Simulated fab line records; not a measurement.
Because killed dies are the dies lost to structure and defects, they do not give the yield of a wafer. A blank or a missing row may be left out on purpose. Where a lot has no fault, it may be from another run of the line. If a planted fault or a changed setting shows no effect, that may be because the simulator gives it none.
fab line records / flow nand_harc
record lots=5 wafers=15 last_day=33
route steps=1302 shown A_BONDPAD@1232 HYBRID_BOND@1237 THIN_TSV@1244 END@1302
lots untouched by any fault: they come from a run of this same line in which no faults occurred
start_h: hours from the record's first day to the start of the lot's first wafer shown / wait_h: hours elapsed since this lot's preceding step / " as in the row above / L1.1+2: one row covering several wafers at once / - no value, or no start given / * or withheld: withheld / < > ~ a bound
route shown NAME@n: a module of which the file shows steps, and the number in the route of the first / usual: average and standard deviation across the fault-free wafers / same: alike in all rows / chamber/n: place in a boat / sites: each site's reading / _std_site: the values' standard deviation / _edge_site: the outer-site mean with the inner-site mean subtracted / radius_mm: how far each site lies from the wafer's centre / mask NAME#n: copy n / behind: tool/chamber where the wafer was last shaped / hold: the reason the lot was held/the length of the hold in hours/how it ended / device: the n, p or np transistor that did not switch / end of line: tests run on the same wafers once the route is complete / for a step that has no rows: nothing shown but its recipe / killed: at the first sort, the dies lost to defects and structure; wafer yield is something else / map: a wafer's dies, marking killed ones x, the rest . and places with no die _
set.NAME: the setting that was run; set.NAME@STEP: the one run at that earlier step / model.NAME: the simulator's own value behind a step, which no gauge read
lots seen at some steps along the route; tables by step, rows by wafer
services: from which hour (start_h, from the record's first day; less than 0 if before it) a tool's chamber was out of use, for how many hours, and why
## steps
# step NHARC_A_BONDPAD_THK_MEAS_20
# recipe thk_meas_gauge=xrf
# usual thk_nm=169.3/1.6
lot.wafer=L407.2 tool=film_metro-02 chamber=- start_h=554.52 wait_h=- thk_nm=168.1
lot.wafer=L407.3 tool=film_metro-02 chamber=- start_h=554.52 wait_h=- thk_nm=171.1
lot.wafer=L407.4 tool=film_metro-02 chamber=- start_h=554.52 wait_h=- thk_nm=168.2
lot.wafer=L412.4 tool=film_metro-02 chamber=- start_h=635.63 wait_h=- thk_nm=170.4
lot.wafer=L412.5 tool=film_metro-02 chamber=- start_h=635.63 wait_h=- thk_nm=168.4
lot.wafer=L412.6 tool=film_metro-02 chamber=- start_h=635.63 wait_h=- thk_nm=169.5
lot.wafer=L421.3 tool=film_metro-02 chamber=- start_h=713.94 wait_h=- thk_nm=170.7
lot.wafer=L421.5 tool=film_metro-02 chamber=- start_h=713.94 wait_h=- thk_nm=171.6
lot.wafer=L421.6 tool=film_metro-02 chamber=- start_h=713.94 wait_h=- thk_nm=168.1
lot.wafer=L423.2 tool=film_metro-02 chamber=- start_h=738.74 wait_h=- thk_nm=169.5
lot.wafer=L423.3 tool=film_metro-02 chamber=- start_h=738.74 wait_h=- thk_nm=171.3
lot.wafer=L423.6 tool=film_metro-02 chamber=- start_h=738.74 wait_h=- thk_nm=169.7
lot.wafer=L425.2 tool=film_metro-02 chamber=- start_h=762.56 wait_h=- thk_nm=168.5
lot.wafer=L425.5 tool=film_metro-02 chamber=- start_h=762.56 wait_h=- thk_nm=171.0
lot.wafer=L425.6 tool=film_metro-02 chamber=- start_h=762.56 wait_h=- thk_nm=168.9
# step NHARC_A_BONDPAD_SRD_21
# recipe time_s=30 temp_c=23 dry_time_s=20 spin_rpm=1500
# step NHARC_A_BONDPAD_INSPECT_23
# usual raw_defect_count=559/130
lot.wafer=L407.2 tool=defect_inspect-02 chamber=- start_h=554.72 wait_h=0.0 raw_defect_count=374
lot.wafer=L407.3 tool=defect_inspect-02 chamber=- start_h=554.72 wait_h=0.0 raw_defect_count=407
lot.wafer=L407.4 tool=defect_inspect-02 chamber=- start_h=554.72 wait_h=0.0 raw_defect_count=391
lot.wafer=L412.4 tool=defect_inspect-02 chamber=- start_h=635.83 wait_h=0.0 raw_defect_count=467
lot.wafer=L412.5 tool=defect_inspect-02 chamber=- start_h=635.83 wait_h=0.0 raw_defect_count=368
lot.wafer=L412.6 tool=defect_inspect-02 chamber=- start_h=635.83 wait_h=0.0 raw_defect_count=514
lot.wafer=L421.3 tool=defect_inspect-02 chamber=- start_h=714.17 wait_h=0.0 raw_defect_count=562
lot.wafer=L421.5 tool=defect_inspect-02 chamber=- start_h=714.17 wait_h=0.0 raw_defect_count=671
lot.wafer=L421.6 tool=defect_inspect-02 chamber=- start_h=714.17 wait_h=0.0 raw_defect_count=663
lot.wafer=L423.2 tool=defect_inspect-02 chamber=- start_h=738.95 wait_h=0.0 raw_defect_count=674
lot.wafer=L423.3 tool=defect_inspect-02 chamber=- start_h=738.95 wait_h=0.0 raw_defect_count=723
lot.wafer=L423.6 tool=defect_inspect-02 chamber=- start_h=738.95 wait_h=0.0 raw_defect_count=526
lot.wafer=L425.2 tool=defect_inspect-02 chamber=- start_h=762.79 wait_h=0.0 raw_defect_count=509
lot.wafer=L425.5 tool=defect_inspect-02 chamber=- start_h=762.79 wait_h=0.0 raw_defect_count=673
lot.wafer=L425.6 tool=defect_inspect-02 chamber=- start_h=762.79 wait_h=0.0 raw_defect_count=465
# step NHARC_HYBRID_BOND_ACTIVATE_00
# recipe time_s=60 n2_flow_sccm=200 ar_flow_sccm=0 bias_power_w=0 chemistry=N2
# usual drypump_motor_current_A=5.46/0.22 oes_product_au=1.002/0.0084 rf_vpp_V=63.8/0.96 showerhead_plenum_p_Torr=1.70/0.066
lot.wafer=L407.3 tool=rie_diel-13 chamber=1 start_h=554.78 wait_h=0.1 drypump_motor_current_A=5.52 oes_product_au=0.994 rf_hours_counter_h=10 rf_vpp_V=64.8 showerhead_plenum_p_Torr=1.69
lot.wafer=L407.4 tool=rie_diel-13 chamber=2 start_h=554.78 wait_h=0.1 drypump_motor_current_A=5.63 oes_product_au=1.004 rf_hours_counter_h=8 rf_vpp_V=64.5 showerhead_plenum_p_Torr=1.73
lot.wafer=L407.2 tool=rie_diel-13 chamber=3 start_h=554.78 wait_h=0.1 drypump_motor_current_A=5.70 oes_product_au=1.000 rf_hours_counter_h=10 rf_vpp_V=64.1 showerhead_plenum_p_Torr=1.72
lot.wafer=L412.4 tool=rie_diel-13 chamber=0 start_h=635.93 wait_h=0.1 drypump_motor_current_A=5.34 oes_product_au=1.005 rf_hours_counter_h=45 rf_vpp_V=63.7 showerhead_plenum_p_Torr=1.63
lot.wafer=L412.6 tool=rie_diel-13 chamber=1 start_h=635.93 wait_h=0.1 drypump_motor_current_A=5.53 oes_product_au=1.003 rf_hours_counter_h=- rf_vpp_V=65.7 showerhead_plenum_p_Torr=1.68
lot.wafer=L412.5 tool=rie_diel-13 chamber=2 start_h=635.93 wait_h=0.1 drypump_motor_current_A=5.63 oes_product_au=1.012 rf_hours_counter_h=- rf_vpp_V=63.0 showerhead_plenum_p_Torr=1.72
lot.wafer=L421.3 tool=rie_diel-06 chamber=3 start_h=714.27 wait_h=0.1 drypump_motor_current_A=5.52 oes_product_au=1.003 rf_hours_counter_h=3 rf_vpp_V=62.3 showerhead_plenum_p_Torr=1.63
lot.wafer=L421.5 tool=rie_diel-06 chamber=0 start_h=714.27 wait_h=0.1 drypump_motor_current_A=5.17 oes_product_au=0.988 rf_hours_counter_h=- rf_vpp_V=63.9 showerhead_plenum_p_Torr=1.69
lot.wafer=L421.6 tool=rie_diel-06 chamber=1 start_h=714.27 wait_h=0.1 drypump_motor_current_A=5.39 oes_product_au=0.999 rf_hours_counter_h=- rf_vpp_V=60.4 showerhead_plenum_p_Torr=1.63
lot.wafer=L423.3 tool=rie_diel-06 chamber=2 start_h=739.02 wait_h=0.1 drypump_motor_current_A=5.54 oes_product_au=1.009 rf_hours_counter_h=5 rf_vpp_V=63.7 showerhead_plenum_p_Torr=1.76
lot.wafer=L423.2 tool=rie_diel-06 chamber=3 start_h=739.02 wait_h=0.1 drypump_motor_current_A=5.48 oes_product_au=1.001 rf_hours_counter_h=5 rf_vpp_V=62.8 showerhead_plenum_p_Torr=1.63
lot.wafer=L423.6 tool=rie_diel-06 chamber=1 start_h=739.02 wait_h=0.1 drypump_motor_current_A=5.48 oes_product_au=0.993 rf_hours_counter_h=- rf_vpp_V=63.3 showerhead_plenum_p_Torr=1.63
lot.wafer=L425.2 tool=rie_diel-06 chamber=3 start_h=762.87 wait_h=0.1 drypump_motor_current_A=5.52 oes_product_au=1.015 rf_hours_counter_h=7 rf_vpp_V=63.5 showerhead_plenum_p_Torr=1.63
lot.wafer=L425.5 tool=rie_diel-06 chamber=1 start_h=762.87 wait_h=0.1 drypump_motor_current_A=5.42 oes_product_au=1.005 rf_hours_counter_h=- rf_vpp_V=62.2 showerhead_plenum_p_Torr=1.63
lot.wafer=L425.6 tool=rie_diel-06 chamber=2 start_h=762.87 wait_h=0.1 drypump_motor_current_A=5.56 oes_product_au=1.006 rf_hours_counter_h=- rf_vpp_V=63.2 showerhead_plenum_p_Torr=1.76
# step NHARC_HYBRID_BOND_PRECLEAN_01
# recipe time_s=300 temp_c=23 chemistry=DIW
# step NHARC_HYBRID_BOND_SRD_02
# recipe time_s=30 temp_c=23 dry_time_s=20 spin_rpm=1500
# step NHARC_HYBRID_BOND_BOND_03
# recipe temp_c=25
# step NHARC_HYBRID_BOND_ANNEAL_04
# recipe temp_c=300 time_s=7200 ramp_up_c_per_min=5 ramp_down_c_per_min=3 idle_temp_c=100 pressure_atm=1
# step NHARC_HYBRID_BOND_OVL_MEAS_05
# usual overlay_x_nm=1/34 overlay_y_nm=-5/35
lot.wafer=L407.2 tool=overlay-02 chamber=- start_h=561.32 wait_h=0.4 overlay_x_nm=27 overlay_y_nm=13
lot.wafer=L407.3 tool=overlay-02 chamber=- start_h=561.32 wait_h=0.4 overlay_x_nm=-40 overlay_y_nm=-52
lot.wafer=L407.4 tool=overlay-02 chamber=- start_h=561.32 wait_h=0.4 overlay_x_nm=4 overlay_y_nm=-61
lot.wafer=L412.4 tool=overlay-01 chamber=- start_h=643.24 wait_h=0.4 overlay_x_nm=2 overlay_y_nm=62
lot.wafer=L412.5 tool=overlay-01 chamber=- start_h=643.24 wait_h=0.4 overlay_x_nm=38 overlay_y_nm=23
lot.wafer=L412.6 tool=overlay-01 chamber=- start_h=643.24 wait_h=0.4 overlay_x_nm=-14 overlay_y_nm=-14
lot.wafer=L421.3 tool=overlay-02 chamber=- start_h=724.55 wait_h=0.4 overlay_x_nm=-20 overlay_y_nm=-33
lot.wafer=L421.5 tool=overlay-02 chamber=- start_h=724.55 wait_h=0.4 overlay_x_nm=0 overlay_y_nm=4
lot.wafer=L421.6 tool=overlay-02 chamber=- start_h=724.55 wait_h=0.4 overlay_x_nm=47 overlay_y_nm=-9
lot.wafer=L423.2 tool=overlay-02 chamber=- start_h=753.55 wait_h=0.4 overlay_x_nm=0 overlay_y_nm=22
lot.wafer=L423.3 tool=overlay-02 chamber=- start_h=753.55 wait_h=0.4 overlay_x_nm=0 overlay_y_nm=-6
lot.wafer=L423.6 tool=overlay-02 chamber=- start_h=753.55 wait_h=0.4 overlay_x_nm=23 overlay_y_nm=-21
lot.wafer=L425.2 tool=overlay-01 chamber=- start_h=772.32 wait_h=0.4 overlay_x_nm=-21 overlay_y_nm=11
lot.wafer=L425.5 tool=overlay-01 chamber=- start_h=772.32 wait_h=0.4 overlay_x_nm=-44 overlay_y_nm=-23
lot.wafer=L425.6 tool=overlay-01 chamber=- start_h=772.32 wait_h=0.4 overlay_x_nm=3 overlay_y_nm=52
# step NHARC_HYBRID_BOND_INSPECT_06
# recipe inspect_instrument=ir_void
# usual raw_defect_count=88/43
lot.wafer=L407.2 tool=defect_inspect-01 chamber=- start_h=561.37 wait_h=0.1 raw_defect_count=35
lot.wafer=L407.3 tool=defect_inspect-01 chamber=- start_h=561.37 wait_h=0.1 raw_defect_count=22
lot.wafer=L407.4 tool=defect_inspect-01 chamber=- start_h=561.37 wait_h=0.1 raw_defect_count=33
lot.wafer=L412.4 tool=defect_inspect-02 chamber=- start_h=643.32 wait_h=0.1 raw_defect_count=72
lot.wafer=L412.5 tool=defect_inspect-02 chamber=- start_h=643.32 wait_h=0.1 raw_defect_count=79
lot.wafer=L412.6 tool=defect_inspect-02 chamber=- start_h=643.32 wait_h=0.1 raw_defect_count=71
lot.wafer=L421.3 tool=defect_inspect-01 chamber=- start_h=724.61 wait_h=0.1 raw_defect_count=144
lot.wafer=L421.5 tool=defect_inspect-01 chamber=- start_h=724.61 wait_h=0.1 raw_defect_count=139
lot.wafer=L421.6 tool=defect_inspect-01 chamber=- start_h=724.61 wait_h=0.1 raw_defect_count=160
lot.wafer=L423.2 tool=defect_inspect-01 chamber=- start_h=753.62 wait_h=0.1 raw_defect_count=130
lot.wafer=L423.3 tool=defect_inspect-01 chamber=- start_h=753.62 wait_h=0.1 raw_defect_count=109
lot.wafer=L423.6 tool=defect_inspect-01 chamber=- start_h=753.62 wait_h=0.1 raw_defect_count=125
lot.wafer=L425.2 tool=defect_inspect-02 chamber=- start_h=772.37 wait_h=0.1 raw_defect_count=122
lot.wafer=L425.5 tool=defect_inspect-02 chamber=- start_h=772.37 wait_h=0.1 raw_defect_count=126
lot.wafer=L425.6 tool=defect_inspect-02 chamber=- start_h=772.37 wait_h=0.1 raw_defect_count=131
# step NHARC_THIN_TSV_GRIND_00
# recipe target_thk_um=6
# usual motor_current_A=12.002/0.022
lot.wafer=L407.2 tool=grinder-01 chamber=0 start_h=562.92 wait_h=1.5 motor_current_A=12.016
lot.wafer=L407.3 tool=grinder-01 chamber=0 start_h=562.92 wait_h=1.5 motor_current_A=12.017
lot.wafer=L407.4 tool=grinder-01 chamber=0 start_h=562.92 wait_h=1.5 motor_current_A=11.982
lot.wafer=L412.4 tool=grinder-01 chamber=0 start_h=646.43 wait_h=3.1 motor_current_A=11.992
lot.wafer=L412.5 tool=grinder-01 chamber=0 start_h=646.43 wait_h=3.1 motor_current_A=12.021
lot.wafer=L412.6 tool=grinder-01 chamber=0 start_h=646.43 wait_h=3.1 motor_current_A=11.987
lot.wafer=L421.3 tool=grinder-01 chamber=0 start_h=725.15 wait_h=0.5 motor_current_A=11.996
lot.wafer=L421.5 tool=grinder-01 chamber=0 start_h=725.15 wait_h=0.5 motor_current_A=11.990
lot.wafer=L421.6 tool=grinder-01 chamber=0 start_h=725.15 wait_h=0.5 motor_current_A=11.980
lot.wafer=L423.2 tool=grinder-01 chamber=0 start_h=755.14 wait_h=1.5 motor_current_A=12.023
lot.wafer=L423.3 tool=grinder-01 chamber=0 start_h=755.14 wait_h=1.5 motor_current_A=11.991
lot.wafer=L423.6 tool=grinder-01 chamber=0 start_h=755.14 wait_h=1.5 motor_current_A=11.972
lot.wafer=L425.2 tool=grinder-01 chamber=0 start_h=772.71 wait_h=0.3 motor_current_A=12.004
lot.wafer=L425.5 tool=grinder-01 chamber=0 start_h=772.71 wait_h=0.3 motor_current_A=11.999
lot.wafer=L425.6 tool=grinder-01 chamber=0 start_h=772.71 wait_h=0.3 motor_current_A=11.977
# step NHARC_THIN_TSV_CMP_01
# recipe target_thk_um=3
# usual motor_current_A=12.5/1.4 retaining_ring_pressure_frac=1.000/0.0044
lot.wafer=L407.2 tool=cmp-02 chamber=2 start_h=563.94 wait_h=0.8 motor_current_A=11.4 retaining_ring_pressure_frac=0.997
lot.wafer=L407.3 tool=cmp-02 chamber=3 start_h=563.94 wait_h=0.8 motor_current_A=12.0 retaining_ring_pressure_frac=1.002
lot.wafer=L407.4 tool=cmp-02 chamber=1 start_h=563.94 wait_h=0.8 motor_current_A=11.8 retaining_ring_pressure_frac=1.000
lot.wafer=L412.4 tool=cmp-02 chamber=1 start_h=647.07 wait_h=0.4 motor_current_A=12.6 retaining_ring_pressure_frac=1.001
lot.wafer=L412.5 tool=cmp-02 chamber=1 start_h=647.07 wait_h=0.4 motor_current_A=12.0 retaining_ring_pressure_frac=0.999
lot.wafer=L412.6 tool=cmp-02 chamber=2 start_h=647.07 wait_h=0.4 motor_current_A=11.5 retaining_ring_pressure_frac=1.000
lot.wafer=L421.3 tool=cmp-03 chamber=3 start_h=726.01 wait_h=0.7 motor_current_A=10.6 retaining_ring_pressure_frac=1.005
lot.wafer=L421.5 tool=cmp-03 chamber=2 start_h=726.01 wait_h=0.7 motor_current_A=11.2 retaining_ring_pressure_frac=0.998
lot.wafer=L421.6 tool=cmp-03 chamber=3 start_h=726.01 wait_h=0.7 motor_current_A=10.2 retaining_ring_pressure_frac=0.999
lot.wafer=L423.3 tool=cmp-01 chamber=1 start_h=756.19 wait_h=0.7 motor_current_A=13.8 retaining_ring_pressure_frac=1.002
lot.wafer=L423.2 tool=cmp-01 chamber=3 start_h=756.19 wait_h=0.7 motor_current_A=15.4 retaining_ring_pressure_frac=0.997
lot.wafer=L423.6 tool=cmp-01 chamber=0 start_h=756.19 wait_h=0.7 motor_current_A=13.3 retaining_ring_pressure_frac=0.998
lot.wafer=L425.2 tool=cmp-02 chamber=1 start_h=773.73 wait_h=0.8 motor_current_A=12.6 retaining_ring_pressure_frac=1.002
lot.wafer=L425.5 tool=cmp-02 chamber=0 start_h=773.73 wait_h=0.8 motor_current_A=13.6 retaining_ring_pressure_frac=0.995
lot.wafer=L425.6 tool=cmp-02 chamber=1 start_h=773.73 wait_h=0.8 motor_current_A=12.2 retaining_ring_pressure_frac=0.998
# step NHARC_THIN_TSV_SRD_03
# step NHARC_END_SORT_01
# recipe temp_c=25
# usual defect_limited_yield=91/3.5 killed_at_array=59/24 killed_at_other=0.7/1.2 killed_at_periphery=3.5/2.6 killed_dies=63/24 killed_open=3.2/2.1 killed_short=2.4/1.5
# same gross_dies=677
lot.wafer=L407.2 tool=prober-02 chamber=0 start_h=582.32 wait_h=2.8 defect_limited_yield[%]=95 killed_at_array=32 killed_at_other=0 killed_at_periphery=1 killed_dies=33 killed_open=1 killed_short=1
lot.wafer=L407.3 tool=prober-02 chamber=0 start_h=583.11 wait_h=3.1 defect_limited_yield[%]=96 killed_at_array=24 killed_at_other=0 killed_at_periphery=4 killed_dies=28 killed_open=3 killed_short=3
lot.wafer=L407.4 tool=prober-02 chamber=0 start_h=583.90 wait_h=3.4 defect_limited_yield[%]=94 killed_at_array=35 killed_at_other=0 killed_at_periphery=3 killed_dies=38 killed_open=5 killed_short=2
lot.wafer=L412.4 tool=prober-01 chamber=0 start_h=671.11 wait_h=3.4 defect_limited_yield[%]=0 killed_at_array=61 killed_at_other=614 killed_at_periphery=2 killed_dies=677 killed_open=4 killed_short=0
lot.wafer=L412.5 tool=prober-01 chamber=0 start_h=671.92 wait_h=3.8 defect_limited_yield[%]=0 killed_at_array=50 killed_at_other=622 killed_at_periphery=5 killed_dies=677 killed_open=2 killed_short=2
lot.wafer=L412.6 tool=prober-01 chamber=0 start_h=672.73 wait_h=4.1 defect_limited_yield[%]=0 killed_at_array=52 killed_at_other=624 killed_at_periphery=1 killed_dies=677 killed_open=1 killed_short=4
lot.wafer=L421.3 tool=prober-01 chamber=0 start_h=746.83 wait_h=3.1 defect_limited_yield[%]=87 killed_at_array=85 killed_at_other=0 killed_at_periphery=2 killed_dies=87 killed_open=1 killed_short=1
lot.wafer=L421.5 tool=prober-01 chamber=0 start_h=748.44 wait_h=3.7 defect_limited_yield[%]=86 killed_at_array=92 killed_at_other=0 killed_at_periphery=2 killed_dies=94 killed_open=4 killed_short=3
lot.wafer=L421.6 tool=prober-01 chamber=0 start_h=749.24 wait_h=4.0 defect_limited_yield[%]=84 killed_at_array=103 killed_at_other=0 killed_at_periphery=3 killed_dies=106 killed_open=2 killed_short=6
lot.wafer=L425.2 tool=prober-01 chamber=0 start_h=790.91 wait_h=2.8 defect_limited_yield[%]=89 killed_at_array=69 killed_at_other=0 killed_at_periphery=3 killed_dies=72 killed_open=1 killed_short=5
lot.wafer=L425.5 tool=prober-01 chamber=0 start_h=793.29 wait_h=3.7 defect_limited_yield[%]=91 killed_at_array=59 killed_at_other=1 killed_at_periphery=4 killed_dies=64 killed_open=1 killed_short=2
lot.wafer=L425.6 tool=prober-01 chamber=0 start_h=794.08 wait_h=4.0 defect_limited_yield[%]=89 killed_at_array=66 killed_at_other=0 killed_at_periphery=8 killed_dies=74 killed_open=2 killed_short=2
# killed by level:class
L407.2 A_CHANNEL_HOLE_D2:chamber_film_flake=15 A_CONTACT:chamber_film_flake=5 A_CHANNEL_FILL_D1:chamber_film_flake=4 A_CHANNEL_HOLE_D1:chamber_film_flake=3 A_STAIRCASE:chamber_film_flake=2 A_CHANNEL_HOLE_D1:geometric_particle:open=1 A_CHANNEL_FILL_D2:geometric_particle:short=1 P_STI:chamber_film_flake=1
L407.3 A_CHANNEL_HOLE_D2:chamber_film_flake=6 A_STAIRCASE:chamber_film_flake=5 P_STI:chamber_film_flake=3 A_CONTACT:chamber_film_flake=3 A_ONON_D1:geometric_particle:open=2 A_CHANNEL_HOLE_D1:chamber_film_flake=2 A_ONON_D1:geometric_particle:short=1 A_DECK1_JOINT:geometric_particle:short=1
L407.4 A_CHANNEL_HOLE_D2:chamber_film_flake=12 A_STAIRCASE:chamber_film_flake=5 A_CHANNEL_FILL_D1:chamber_film_flake=4 A_CONTACT:chamber_film_flake=4 A_WL_FILL:chamber_film_flake=3 P_GATE:geometric_particle:open=1 A_ONON_D1:geometric_particle:open=1 A_ONON_D2:geometric_particle:open=1
L412.4 THIN_TSV:area_cmp=613 A_CHANNEL_HOLE_D1:chamber_film_flake=35 A_CHANNEL_HOLE_D2:chamber_film_flake=16 A_CONTACT:chamber_film_flake=4 A_DECK1_JOINT:geometric_particle:open=2 A_SLIT:chamber_film_flake=2 P_M0:geometric_particle:open=1 A_CONTACT:geometric_particle:open=1
L412.5 THIN_TSV:area_cmp=621 A_CHANNEL_HOLE_D1:chamber_film_flake=29 A_CHANNEL_HOLE_D2:chamber_film_flake=12 A_CONTACT:chamber_film_flake=7 P_CONTACT:geometric_particle:short=1 P_CONTACT:geometric_particle:open=1 P_M2:geometric_particle:short=1 A_SOURCE_PLATE:geometric_particle:open=1
L412.6 THIN_TSV:area_cmp=623 A_CHANNEL_HOLE_D1:chamber_film_flake=30 A_CHANNEL_HOLE_D2:chamber_film_flake=13 A_CHANNEL_FILL_D1:geometric_particle:short=3 A_CONTACT:chamber_film_flake=3 P_CONTACT:geometric_particle:open=1 A_ONON_D1:geometric_particle:short=1 A_STAIRCASE:chamber_film_flake=1
L421.3 A_CHANNEL_HOLE_D1:chamber_film_flake=36 A_SLIT:chamber_film_flake=25 A_CHANNEL_HOLE_D2:chamber_film_flake=15 A_ZERO_WELL:chamber_film_flake=2 A_DECK1_JOINT:chamber_film_flake=2 A_STAIRCASE:chamber_film_flake=2 P_M0:geometric_particle:open=1 A_CHANNEL_FILL_D1:geometric_particle:short=1
L421.5 A_SLIT:chamber_film_flake=32 A_CHANNEL_HOLE_D1:chamber_film_flake=29 A_CHANNEL_HOLE_D2:chamber_film_flake=18 A_STAIRCASE:chamber_film_flake=3 A_CHANNEL_FILL_D2:geometric_particle:open=2 A_CHANNEL_FILL_D1:chamber_film_flake=2 A_CONTACT:chamber_film_flake=2 P_STI:geometric_particle:short=1
L421.6 A_SLIT:chamber_film_flake=35 A_CHANNEL_HOLE_D2:chamber_film_flake=28 A_CHANNEL_HOLE_D1:chamber_film_flake=27 A_CONTACT:chamber_film_flake=3 A_WL_FILL:geometric_particle:short=2 P_GATE:chamber_film_flake=2 P_M0:geometric_particle:short=1 A_DECK1_JOINT:geometric_particle:short=1
L425.2 A_SLIT:chamber_film_flake=23 A_CHANNEL_HOLE_D2:chamber_film_flake=21 A_CHANNEL_HOLE_D1:chamber_film_flake=12 A_CONTACT:chamber_film_flake=6 A_WL_FILL:geometric_particle:short=2 P_GATE:geometric_particle:short=1 A_CHANNEL_HOLE_D2:geometric_particle:short=1 A_CHANNEL_FILL_D2:geometric_particle:short=1
L425.5 A_CHANNEL_HOLE_D1:chamber_film_flake=18 A_SLIT:chamber_film_flake=18 A_CHANNEL_HOLE_D2:chamber_film_flake=18 P_STI:chamber_film_flake=3 A_CONTACT:chamber_film_flake=2 P_CONTACT:geometric_particle:short=1 A_ONON_D1:geometric_particle:open=1 A_WL_FILL:geometric_particle:short=1
L425.6 A_CHANNEL_HOLE_D2:chamber_film_flake=22 A_SLIT:chamber_film_flake=19 A_CHANNEL_HOLE_D1:chamber_film_flake=14 A_CONTACT:chamber_film_flake=5 P_STI:chamber_film_flake=4 A_ONON_D1:geometric_particle:short=2 P_ZERO_WELL:chamber_film_flake=2 A_CHANNEL_FILL_D2:chamber_film_flake=2
# map L412.4 (x killed, . not)
____________x____________
_________xxxxxxx_________
_______xxxxxxxxxxx_______
______xxxxxxxxxxxxx______
_____xxxxxxxxxxxxxxx_____
____xxxxxxxxxxxxxxxxx____
____xxxxxxxxxxxxxxxxx____
___xxxxxxxxxxxxxxxxxxx___
___xxxxxxxxxxxxxxxxxxx___
__xxxxxxxxxxxxxxxxxxxxx__
__xxxxxxxxxxxxxxxxxxxxx__
_xxxxxxxxxxxxxxxxxxxxxxx_
_xxxxxxxxxxxxxxxxxxxxxxx_
_xxxxxxxxxxxxxxxxxxxxxxx_
_xxxxxxxxxxxxxxxxxxxxxxx_
_xxxxxxxxxxxxxxxxxxxxxxx_
xxxxxxxxxxxxxxxxxxxxxxxxx
xxxxxxxxxxxxxxxxxxxxxxxxx
xxxxxxxxxxxxxxxxxxxxxxxxx
xxxxxxxxxxxxxxxxxxxxxxxxx
xxxxxxxxxxxxxxxxxxxxxxxxx
_xxxxxxxxxxxxxxxxxxxxxxx_
_xxxxxxxxxxxxxxxxxxxxxxx_
_xxxxxxxxxxxxxxxxxxxxxxx_
_xxxxxxxxxxxxxxxxxxxxxxx_
_xxxxxxxxxxxxxxxxxxxxxxx_
__xxxxxxxxxxxxxxxxxxxxx__
__xxxxxxxxxxxxxxxxxxxxx__
___xxxxxxxxxxxxxxxxxxx___
___xxxxxxxxxxxxxxxxxxx___
____xxxxxxxxxxxxxxxxx____
____xxxxxxxxxxxxxxxxx____
_____xxxxxxxxxxxxxxx_____
______xxxxxxxxxxxxx______
_______xxxxxxxxxxx_______
_________xxxxxxx_________
____________x____________
# map L425.6 (x killed, . not)
____________.____________
_________......._________
_______x..x......._______
______.............______
_____..............._____
____.....x...x.......____
____..xx..x..........____
___...xx.x............___
___....xxxx...........___
__....xxxxx...........x__
__...xxxxxxxx..........__
_.....xxxxxx....x......x_
_....xxxxx.............._
_......xxxx..x.........._
_x.....xxx.x..x........._
_........xx............._
.........x...............
.......x.................
.........................
...x.x......x..x.........
...x.....................
_.xxx.........x........._
_xxx...................._
_...xx.......x.........._
_.x.x..................._
_..x...................._
__.....................__
__.....................__
___...................___
___...................___
____.................____
____.................____
_____..............._____
______.............______
_______..........._______
_________......._________
____________.____________
## services
tool=cmp-02 chamber=- start_h=533.89 hours=4.0 kind=pm
tool=grinder-01 chamber=- start_h=543.55 hours=1.4 kind=repair
tool=cmp-02 chamber=- start_h=544.12 hours=1.1 kind=repair
tool=cmp-03 chamber=- start_h=554.00 hours=4.0 kind=pm
tool=cmp-02 chamber=- start_h=561.45 hours=2.2 kind=repair
tool=cmp-03 chamber=- start_h=562.00 hours=1.2 kind=repair
tool=cmp-02 chamber=- start_h=568.09 hours=1.3 kind=repair
tool=grinder-01 chamber=- start_h=569.67 hours=2.1 kind=repair
tool=cmp-01 chamber=- start_h=577.59 hours=4.0 kind=pm
tool=cmp-02 chamber=- start_h=577.78 hours=2.5 kind=repair
tool=rie_diel-06 chamber=2 start_h=599.96 hours=11.0 kind=repair
tool=grinder-01 chamber=- start_h=615.21 hours=2.7 kind=repair
tool=rie_diel-06 chamber=- start_h=630.13 hours=11.1 kind=repair
tool=cmp-01 chamber=- start_h=631.02 hours=3.9 kind=repair
tool=cmp-02 chamber=- start_h=631.89 hours=4.0 kind=pm
tool=cmp-03 chamber=- start_h=640.34 hours=5.8 kind=repair
tool=rie_diel-06 chamber=- start_h=661.20 hours=9.0 kind=pm
tool=rie_diel-13 chamber=0 start_h=666.80 hours=4.1 kind=repair
tool=cmp-02 chamber=- start_h=673.28 hours=0.2 kind=repair
tool=rie_diel-13 chamber=- start_h=698.15 hours=9.0 kind=pm
tool=rie_diel-06 chamber=- start_h=699.84 hours=0.4 kind=repair
tool=cmp-02 chamber=- start_h=729.89 hours=4.0 kind=pm
tool=grinder-01 chamber=- start_h=741.04 hours=8.0 kind=pm
tool=rie_diel-06 chamber=1 start_h=768.98 hours=6.4 kind=repair
## key
first_sign step=NHARC_END_SORT_01 reading=killed_at_other direction=up sigmas=99+ usual=0.7 struck=620
effect step=NHARC_END_SORT_01 reading=defect_limited_yield direction=down sigmas=26 usual=91 struck=0
more_kills_born_at NHARC_THIN_TSV_CMP_01@cmp-02=1857
met_at NHARC_THIN_TSV_GRIND_00
struck_wafers L412.4,L412.5,L412.6
later_rows_left_out L412.4,L412.5,L412.6
onset_between 562.92 646.43
fault kind=process_parameter_drift tool=grinder-01 chamber=- onset_h=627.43 steps=NHARC_THIN_TSV_GRIND_00 channel=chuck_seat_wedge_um offset=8 shape=step end_h=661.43
# later_rows_left_out: the simulator's readings of these wafers behind a module that went badly wrong aren't trusted and aren't shown, but for the sort
